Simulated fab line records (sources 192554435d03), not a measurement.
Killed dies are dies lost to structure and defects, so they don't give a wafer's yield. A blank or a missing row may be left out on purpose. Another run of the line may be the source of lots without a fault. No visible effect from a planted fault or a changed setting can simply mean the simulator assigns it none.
Code-filled problem report in 8D (eight disciplines) form | flow n5-finfet | the parts of the form that need people (team, actions taken, sign-off) are left out

1. THE PROBLEM
Wafers without a fault read 400 with a standard deviation of 81, while raw-defect-count at N5_BEOL_M2_INSPECT_13 averages 1814 across 2 wafers of 1 lot. Measured from the usual mean, that is +17 standard deviations.
The step: inspects for defects (brightfield).
Earliest sighting: wafer L199.4 on defect-inspect-01 at day 6 23:59. The record holds 27 wafers of 9 lots with a number at this step. By rule, "out" or "out of limits" means more than 4 standard deviations away from the usual mean. The other wafers with a number count as sound.

2. WHAT IT IS AND WHAT IT IS NOT
question                    | is                | is not
which readings at this step | raw-defect-count  | -
which lots                  | L199              | L198, L211, L212, L213, L214, L216, L219, L221
which wafers of those lots  | L199.4, L199.5    | L199.3
read on which gauges        | defect-inspect-01 | defect-inspect-02
when                        | from day 6 23:59  | up to then (4 sound wafers); but 21 sound wafers of L211, L212, L213, L214, L216, L219, L221 came after

3. THE SUSPECTS, EACH WITH WHAT RULES IT OUT
Counting: a tool at a process step up to the reading stays a suspect if it ran every lot that is out. Sound lots after the first of them don't rule it out here, since some wafers of a struck lot are sound.
- ruled out: the gauge at N5_BEOL_M2_INSPECT_13. All the wafers that are out were read on defect-inspect-01, but those of them that N5_PASSIVATION_PROBE_49 has rows for are out there too, on other tools.
- pecvd-04 at N5_BEOL_M2_PECVD_72 (deposits SiO2 from TEOS/O2, target thk 16 nm, time 18 s): kept. The lot that is out, L199, ran on it at day 6 22:44; the last sound lot it ran before that was L198, at day 6 15:04.
- pvd-sputter-02 at N5_BEOL_M2_HM_DEP_02 (deposits TiN, target thk 20 nm): kept. It ran the lot that is out, L199 (day 6 23:22).
- Within pecvd-04 at N5_BEOL_M2_PECVD_72, the wafers that are out were processed in chamber 2 and their sound lot-mates in chamber 1.
After counting, pecvd-04 at N5_BEOL_M2_PECVD_72 and pvd-sputter-02 at N5_BEOL_M2_HM_DEP_02 remain.

4. THE CAUSE (what the simulator had put in)
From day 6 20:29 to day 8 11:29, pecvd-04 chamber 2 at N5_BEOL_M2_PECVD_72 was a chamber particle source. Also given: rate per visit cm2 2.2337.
Of the 2 suspects that counting leaves, this tool is one.

5. SEQUENCE OF EFFECTS, ordered by route
Each row: a reading where the mean over the struck wafers with a number is more than 3 standard deviations away from the usual. Readings are gone through only where the record gives a usual standard deviation; hours: the median, over the lots, of the time from a lot's start at the first step in this table giving one to that lot's start at this step; sigmas: the change measured in usual standard deviations.
hours | step                    | reading              | usual  | on struck wafers | change | sigmas
0     | N5_BEOL_M2_INSPECT_13   | raw-defect-count     | 400    | 1814             | +1414  | +17
146   | N5_PASSIVATION_PROBE_49 | defect-limited-yield | 91.0 % | 81.9             | -9.1   | -6.1
146   | N5_PASSIVATION_PROBE_49 | killed_at_M0_to_M3   | 34     | 156              | +122   | +13
146   | N5_PASSIVATION_PROBE_49 | killed-dies          | 106    | 214              | +108   | +6.4
146   | N5_PASSIVATION_PROBE_49 | killed-on-rim        | 14     | 28               | +14    | +3.1
146   | N5_PASSIVATION_PROBE_49 | sort_bin_5_function  | 5.2 %  | 10.5             | +5.3   | +5.6
146   | N5_PASSIVATION_PROBE_49 | sort-n-pass          | 1074   | 966              | -108   | -6.4
146   | N5_PASSIVATION_PROBE_49 | sort-yield-pct       | 91.0 % | 81.9             | -9.1   | -6.1
It contains these process steps:
- N5_PASSIVATION_PROBE_49
Later measuring or inspecting steps at which every struck wafer that the step has a row for has a number for every such reading, and none has moved that far: N5_BEOL_M4_RC_MEAS_101.

6. WHAT WOULD HAVE CAUGHT IT SOONER
In this record the first reading out of limits at a measuring or inspecting step was taken at day 6 23:59, 4 hours after the fault began at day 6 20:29.
Of the tool readings at N5_BEOL_M2_PECVD_72 for which the record gives a usual standard deviation, none was out on any struck wafer, so an alarm limit of 4 standard deviations on them would not have fired.
Lots out: 1; all had begun N5_BEOL_M2_PECVD_72 on pecvd-04 by day 6 23:59. A hold on the tool at that time would have spared none of them.
